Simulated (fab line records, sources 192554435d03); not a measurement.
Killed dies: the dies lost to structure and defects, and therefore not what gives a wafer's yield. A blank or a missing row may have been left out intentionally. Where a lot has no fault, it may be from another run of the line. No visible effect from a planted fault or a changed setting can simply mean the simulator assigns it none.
Chamber matching | flow n5 finfet | rie diel-06 running N5_BEOL_M10_ETCH_65: 4 sister chambers
The step etches SiARC in CF4, target depth 39 nm, time 65 s. 18 wafers are shown with their chamber, then 9 later ones without.

== WAFERS PAIRED WITH THEIR CHAMBERS ==
wafer  | chamber | throttle valve pct (%) | showerhead plenum p Torr (Torr) | drypump motor current A (A)
L076.1 | 3       | 16.05                  | 2.13                            | 5.7
L076.4 | 2       | 15.40                  | 2.20                            | 5.6
L076.6 | 2       | 15.38                  | 2.20                            | 5.6
L075.2 | 3       | 16.05                  | 2.13                            | 5.7
L075.5 | 2       | 15.41                  | 2.19                            | 5.6
L075.6 | 3       | 16.03                  | 2.13                            | 5.7
L078.1 | 1       | 15.36                  | 2.26                            | 6.0
L078.3 | 0       | 15.69                  | 2.23                            | 5.2
L078.5 | 2       | 15.39                  | 2.19                            | 5.6
L079.1 | 0       | 15.69                  | 2.22                            | 5.1
L079.2 | 2       | 15.43                  | 2.19                            | 5.6
L079.4 | 1       | 15.35                  | 2.26                            | 6.1
L082.2 | 0       | 15.70                  | 2.22                            | 5.1
L082.4 | 3       | 16.08                  | 2.12                            | 5.6
L082.6 | 3       | 16.08                  | 2.12                            | 5.7
L086.1 | 0       | 15.72                  | 2.22                            | 5.1
L086.2 | 2       | 15.47                  | 2.19                            | 5.5
L086.5 | 2       | 15.46                  | 2.19                            | 5.6

SIGNATURES (averages over the wafers above)
reading                  | chamber 0 | chamber 1 | chamber 2 | chamber 3 | scatter within a chamber
throttle valve pct       | 15.7000   | 15.3550   | 15.4200   | 16.0580   | 0.0264
showerhead plenum p Torr | 2.2225    | 2.2600    | 2.1929    | 2.1260    | 0.00491
drypump motor current A  | 5.125     | 6.050     | 5.586     | 5.680     | 0.0456
Rule: a wafer lies at a distance from a chamber equal to the root of the sum of squares, over the readings, of (its reading less the chamber's mean, divided by the reading's scatter). The wafer belongs to the nearest chamber; if the next one is less than 2 further off, it can't be placed. The scatter: take each reading less its chamber's mean, square it, sum over the shown wafers, divide by the number of wafers less the number of chambers, and take the root.

== WAFERS MISSING THEIR CHAMBER ==
wafer  | throttle valve pct (%) | showerhead plenum p Torr (Torr) | drypump motor current A (A)
L085.1 | 16.08                  | 2.12                            | 5.7
L085.4 | 15.48                  | 2.19                            | 5.6
L085.5 | 16.11                  | 2.12                            | 5.7
L088.2 | 15.48                  | 2.18                            | 5.6
L088.3 | 15.41                  | 2.25                            | 6.0
L088.5 | 15.47                  | 2.18                            | 5.6
L095.1 | 15.51                  | 2.18                            | 5.5
L095.3 | 15.44                  | 2.25                            | 6.0
L095.4 | 15.77                  | 2.21                            | 5.1

== CHAMBER TAKEN BY EACH ==
wafer  | from the rows above | in truth
L085.1 | 3                   | 3
L085.4 | 2                   | 2
L085.5 | 3                   | 3
L088.2 | 2                   | 2
L088.3 | 1                   | 1
L088.5 | 2                   | 2
L095.1 | 2                   | 2
L095.3 | 1                   | 1
L095.4 | 0                   | 0
Correctly placed: 9 of 9. Not placeable from these rows: 0. Placed wrongly: 0.
